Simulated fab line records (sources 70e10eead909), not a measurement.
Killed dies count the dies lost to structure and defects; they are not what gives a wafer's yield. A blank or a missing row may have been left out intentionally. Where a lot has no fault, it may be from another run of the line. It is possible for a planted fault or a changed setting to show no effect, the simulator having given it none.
Comparing a struck lot with a sound one | flow nand_harc | 20 out of 1302 route steps
Sound: the wafers L898.1, L898.2, L898.5. Wafers L897.3, L897.5, L897.6 were the ones struck. At the end, the cause is stated.
Each step with rows lists, per side, the tool, then ch with its chambers, then its first start. Under that, the readings that differ: sound wafers | struck wafers | difference of the means | sigmas: that difference in standard deviations of wafers without a fault.
alike: readings with means less than 2 such deviations apart, plus words and numbers identical on both sides. not compared: withheld readings, readings lacking a value on some wafer, bounds such as >300 that could conceal the same value, and numbers that have no deviation in the record and whose values overlap.
A row with sigmas, a row that says differs or no value, or rows on one side alone: a step with any of these is where the two part. When numbers do not overlap yet have no deviation, they are printed without sigmas and do not part them. Lack of a reading on every wafer of one side parts them only where that side has two or more wafers.

NHARC_P_ZERO_WELL_CD_MEAS_11: target cd 500 nm.
  sound on cd_sem-01 ch 0, day 3 13:14; struck on cd_sem-03 ch 0, day 3 03:09
  alike: cd_nm
then, 1 step without rows for these wafers: NHARC_P_ZERO_WELL_HARDBAKE_12 (time 65 s).
NHARC_P_ZERO_WELL_DESCUM_13: chemistry O2, time 3 s.
  sound on rie_diel-01 ch 0,1,3, day 3 13:24; struck on rie_diel-02 ch 1,2,3, day 3 03:19
  alike: drypump_motor_current_A, mfc_ar_sccm, oes_product_au, rf_vpp_V, showerhead_plenum_p_Torr, throttle_valve_pct
  not compared: rf_hours_counter_h
NHARC_P_ZERO_WELL_ETCH_65: etches the open film in N2/H2, target depth 80 nm, overetch 24 nm, time 87.88 s.
  sound on rie_diel-01 ch 0,1,2, day 3 13:33; struck on rie_diel-02 ch 1,2, day 3 03:23
  alike: drypump_motor_current_A, mfc_ar_sccm, oes_product_au, rf_vpp_V, showerhead_plenum_p_Torr, throttle_valve_pct
  not compared: rf_hours_counter_h
NHARC_P_ZERO_WELL_ETCH_62: etches the open film in CHF3/Ar, target depth 13 nm, time 6.5 s.
  sound on rie_diel-01 ch 1,2; struck on rie_diel-02 ch 2,3
  alike: chf3_flow_sccm, drypump_motor_current_A, mfc_ar_sccm, oes_product_au, rf_vpp_V, showerhead_plenum_p_Torr, throttle_valve_pct
  not compared: rf_hours_counter_h
NHARC_P_ZERO_WELL_ETCH_63: etches the open film in HBr/Cl2, target depth 120 nm, time 40.1 s.
  sound on rie_si-05 ch 0,1, day 3 13:43; struck on rie_si-01 ch 0,1, day 3 03:34
  alike: drypump_motor_current_A, oes_product_au, throttle_valve_pct
  not compared: rf_hours_counter_h
then, 6 steps without rows for these wafers: NHARC_P_ZERO_WELL_STRIP_15 (strips in SPM, time 900 s); NHARC_P_ZERO_WELL_DEHYDRATE_16 (time 120 s); NHARC_P_ZERO_WELL_HMDS_17 (time 30 s); NHARC_P_ZERO_WELL_COAT_18; NHARC_P_ZERO_WELL_SOFTBAKE_19 (time 95 s); NHARC_P_ZERO_WELL_EBR_20.
NHARC_P_ZERO_WELL_EXPOSE_21: exposes mask P NWELL, target cd 720 nm.
  sound on krf_scanner-04 ch 0, day 3 14:29; struck on krf_scanner-01 ch 0, day 3 04:20
  reading            | sound                         | struck                                 | difference | sigmas
  mask               | P_NWELL#0 P_NWELL#0 P_NWELL#0 | P_NWELL_R1#0 P_NWELL_R1#0 P_NWELL_R1#0 | differs    |
  reticle_temp_C (C) | 22.86 23.01 22.86             | 23.20 23.13 23.15                      | +0.25      | +2
then, 2 steps without rows for these wafers: NHARC_P_ZERO_WELL_PEB_22 (peb time 85 s); NHARC_P_ZERO_WELL_DEVELOP_23 (time 70 s).
NHARC_P_ZERO_WELL_CD_MEAS_24: target cd 720 nm.
  sound on cd_sem-01 ch 0, day 3 14:38; struck on cd_sem-03 ch 0, day 3 04:29
  reading    | sound             | struck            | difference | sigmas
  cd_nm (nm) | 724.6 719.5 723.7 | 661.1 662.9 661.4 | -60.8      | -30
then, 1 step without rows for these wafers: NHARC_P_ZERO_WELL_HARDBAKE_25 (time 80 s).
NHARC_P_ZERO_WELL_DESCUM_26: chemistry O2, time 3 s.
  sound on rie_diel-01 ch 2,3, day 3 14:48; struck on rie_diel-13 ch 0,1,3, day 3 04:40
  reading                      | sound             | struck          | difference | sigmas
  model.P_ZERO_WELL.cd_nm (nm) | 725.2 719.4 723.4 | 661.2 662 662.2 | -60.9      |
  alike: drypump_motor_current_A, mfc_ar_sccm, oes_product_au, rf_vpp_V, showerhead_plenum_p_Torr, throttle_valve_pct
  not compared: rf_hours_counter_h
then, 1 step without rows for these wafers: NHARC_P_ZERO_WELL_IMPLANT_27.
-- break in the record here, with 23 days between the starts of the struck wafers on either side (left off in module P_ZERO_WELL, picked up again in module END, where the first step shown is number 1302 on the route) --
NHARC_END_SORT_01:
  the record has rows for the struck wafers here (prober-01 ch 0, day 25 18:16) and none for the sound ones

== WHERE THEY PART ==
At NHARC_P_ZERO_WELL_EXPOSE_21 first; at NHARC_END_SORT_01 last (within this record only).

WHY: what the simulator had put in
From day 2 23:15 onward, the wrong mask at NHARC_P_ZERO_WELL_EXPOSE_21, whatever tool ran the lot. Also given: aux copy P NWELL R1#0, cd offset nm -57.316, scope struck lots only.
